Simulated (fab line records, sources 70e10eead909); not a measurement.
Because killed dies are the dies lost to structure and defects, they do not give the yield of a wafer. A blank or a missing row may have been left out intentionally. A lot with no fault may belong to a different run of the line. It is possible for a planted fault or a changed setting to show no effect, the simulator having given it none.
Comparing a struck lot with a sound one / flow nand_harc / 15 steps out of a route of 1302
Sound: these wafers, L372.1, L372.4, L372.5. Struck: wafer L362.5 (L362.1, L362.3, from the same lot, were not struck and are left out); the cause is given at the end.
For every step that has rows: the tool of each side, followed by ch and its chambers, followed by its first start. Under that, the readings that differ: sound wafers / struck wafers / difference of the means / sigmas: that difference in standard deviations of wafers without a fault.
alike: words and numbers the same on both sides, and readings whose means are apart by under 2 such deviations; not compared: readings that were withheld, readings missing a value for some wafer, numbers with overlapping values and no deviation given by the record, and bounds like >300 which may hide the same value.
The two part at a step that has a row with sigmas, a row that says differs or no value, or rows on one side only. When numbers do not overlap yet have no deviation, they are printed without sigmas and do not part them. Lack of a reading on every wafer of one side parts them only where that side has two or more wafers.

first, 6 steps without rows for these wafers: NHARC_A_DECK1_JOINT_CVD_34 (deposits SiNx, target thk 20 nm); NHARC_A_DECK1_JOINT_DEP_06 (deposits SiOx, target thk 80 nm); NHARC_A_DECK1_JOINT_CURE_26 (time 32 s); NHARC_A_DECK1_JOINT_ANNEAL_27 (time 3600 s); NHARC_A_DECK1_JOINT_ANNEAL_28 (time 1800 s); NHARC_A_DECK1_JOINT_ANNEAL_29 (time 1800 s).
NHARC_A_DECK1_JOINT_CMP_02: polishes SiOx.
  sound on cmp-02 ch 1,2, day 18 08:25; struck on cmp-01 ch 0, day 14 09:29
  alike: motor_current_A
after that, 1 step had no rows for these wafers: NHARC_A_DECK1_JOINT_SRD_15.
NHARC_A_DECK1_JOINT_DEP_16: deposits SiO2, target thk 45 nm.
  sound on pecvd-03 ch 0,1,2, day 18 08:47; struck on pecvd-03 ch 2, day 14 09:53
  alike: heater_power_w, mfc_precursor_sccm, throttle_valve_pct
NHARC_A_DECK1_JOINT_THK_MEAS_17: measures by ellipsometry.
  sound: film_metro-02 at day 18 09:04; struck: film_metro-01 at day 14 10:08
  alike: thk_nm
NHARC_A_DECK1_JOINT_INSPECT_05:
  sound: defect_inspect-01 at day 18 09:07; struck: defect_inspect-01 at day 14 10:11
  alike: raw_defect_count
NHARC_A_ONON_D2_DEP_00: target thk 1000 nm.
  sound on pecvd_onon-01 ch 0, day 18 09:11; struck on pecvd_onon-01 ch 0, day 14 10:14
  alike: n2_flow_sccm
NHARC_A_ONON_D2_THK_MEAS_02: measures by ellipsometry.
  sound: film_metro-01 at day 18 09:41; struck: film_metro-01 at day 14 10:45
reading=thk_nm (nm); sound=995 995 996; struck=623; difference=-372; sigmas=-47
then NHARC_A_ONON_D2_DEP_03 (target thk 1000 nm), 1 step lacking rows for these wafers.
-- break in the record here, with 12 days between the starts of the struck wafers on either side (left off in module A_ONON_D2, picked up again in module END, where the first step shown is number 1302 on the route) --
NHARC_END_SORT_01:
  the record has rows for the struck wafers here (prober-02 ch 0, day 26 09:07) and none for the sound ones

== WHERE THEY PART ==
At NHARC_A_ONON_D2_THK_MEAS_02 first; at NHARC_END_SORT_01 last (within this record only).

WHY: what the simulator had put in
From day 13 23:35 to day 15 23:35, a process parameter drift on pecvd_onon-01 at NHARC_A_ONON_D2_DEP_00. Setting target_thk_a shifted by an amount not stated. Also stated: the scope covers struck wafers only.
